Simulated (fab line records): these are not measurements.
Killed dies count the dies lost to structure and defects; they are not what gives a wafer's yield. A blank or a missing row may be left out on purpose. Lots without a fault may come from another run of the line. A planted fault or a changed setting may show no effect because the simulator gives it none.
Struck lot and sound lot, side by side || flow nand harc || 18 steps out of a route of 1302
Sound: wafers L165.2, L165.4, L165.5. Struck: wafers L170.1, L170.2, L170.4. At the end, the cause is stated.
Per side, at each step with rows, come the tool, then ch with its chambers, and then its first start. Under that, the readings that differ: sound wafers || struck wafers || difference of the means || sigmas: that difference in standard deviations of wafers without a fault.
alike: same words and numbers on both sides, and readings whose means sit less than 2 such deviations apart. not compared: any withheld reading, any reading some wafer has no value for, any bound like >300 that may hide the same value, and any number with overlapping values for which the record gives no deviation.
A row with sigmas, a row that says differs or no value, or rows on one side alone: a step with any of these is where the two part. Numbers that don't overlap but have no deviation are shown without sigmas and don't part them. A reading that every wafer of one side lacks parts them only if that side has two wafers or more.

NHARC_P_GATE_ALD_36: deposits SiNx, target thk 20 nm, pulse time 60 s, ald cycles 223.
  sound on ald sin-02 ch 0,1,2, day 7 00:07; struck on ald sin-03 ch 0,2,3, day 9 01:38
  alike: heater power w, precursor pulse height rel
NHARC_P_GATE_ETCHBACK_37: etches the open film in CHF3/O2, target depth 34.5 nm, time 17.2 s.
  sound on rie diel-06 ch 0,2,3; struck on rie diel-07 ch 1,2
  alike: drypump motor current A, oes product au, rf vpp V, showerhead plenum p Torr, throttle valve pct
  not compared: rf hours counter h
NHARC_P_GATE_STRIP_101: strips in O2, time 20 s.
  sound on rie diel-06 ch 0,2, day 7 07:35; struck on rie diel-07 ch 0,1, day 9 11:17
{"reading": "oes product au (a.u.)", "sound": "0.990 0.994 0.992", "struck": "1.015 1.002 1.013", "difference": "+0.018", "sigmas": "+3"}
  alike: drypump motor current A, rf vpp V, showerhead plenum p Torr, throttle valve pct
  not compared: rf hours counter h
then, 9 steps without rows for these wafers: NHARC_P_GATE_PRECLEAN_97 (cleans in SPM, time 600 s); NHARC_P_GATE_SRD_98; NHARC_P_GATE_PRECLEAN_99 (cleans in SC1); NHARC_P_GATE_SRD_100; NHARC_P_GATE_DEHYDRATE_38 (time 120 s); NHARC_P_GATE_HMDS_39 (time 30 s); NHARC_P_GATE_COAT_40; NHARC_P_GATE_SOFTBAKE_41 (time 95 s); NHARC_P_GATE_EBR_42.
NHARC_P_GATE_EXPOSE_43: exposes mask P NSD, target cd 720 nm.
  sound on krf scanner-02 ch 0, day 7 08:22; struck on krf scanner-02 ch 0, day 9 12:04
{"reading": "mask", "sound": "P_NSD#0 P_NSD#0 P_NSD#0", "struck": "P_PSD#0 P_PSD#0 P_PSD#0", "difference": "differs", "sigmas": ""}
then, 2 steps without rows for these wafers: NHARC_P_GATE_PEB_44 (peb time 85 s); NHARC_P_GATE_DEVELOP_45 (time 70 s).
NHARC_P_GATE_CD_MEAS_46: the cd target is 720 nm.
  sound on cd sem-03 ch 0, day 7 08:31; struck on cd sem-02 ch 0, day 9 12:13
{"reading": "cd nm (nm)", "sound": "720.9 719.5 719.4", "struck": "- - -", "difference": "no value on the struck wafers", "sigmas": ""}
then, 1 step without rows for these wafers: NHARC_P_GATE_HARDBAKE_47 (time 80 s).
-- the record jumps here: 19 days lie between the struck wafers' starts before and after (it left off in module P_GATE and takes up again in module END, whose first step shown is number 1302 of the route) --
NHARC_END_SORT_01:
  the record has rows for the struck wafers here (prober-02 ch 0, day 28 08:28) and none for the sound ones

WHERE THEY PART
Last at NHARC_END_SORT_01 as far as this record goes, first at NHARC_P_GATE_STRIP_101.

WHY: what the simulator had put in
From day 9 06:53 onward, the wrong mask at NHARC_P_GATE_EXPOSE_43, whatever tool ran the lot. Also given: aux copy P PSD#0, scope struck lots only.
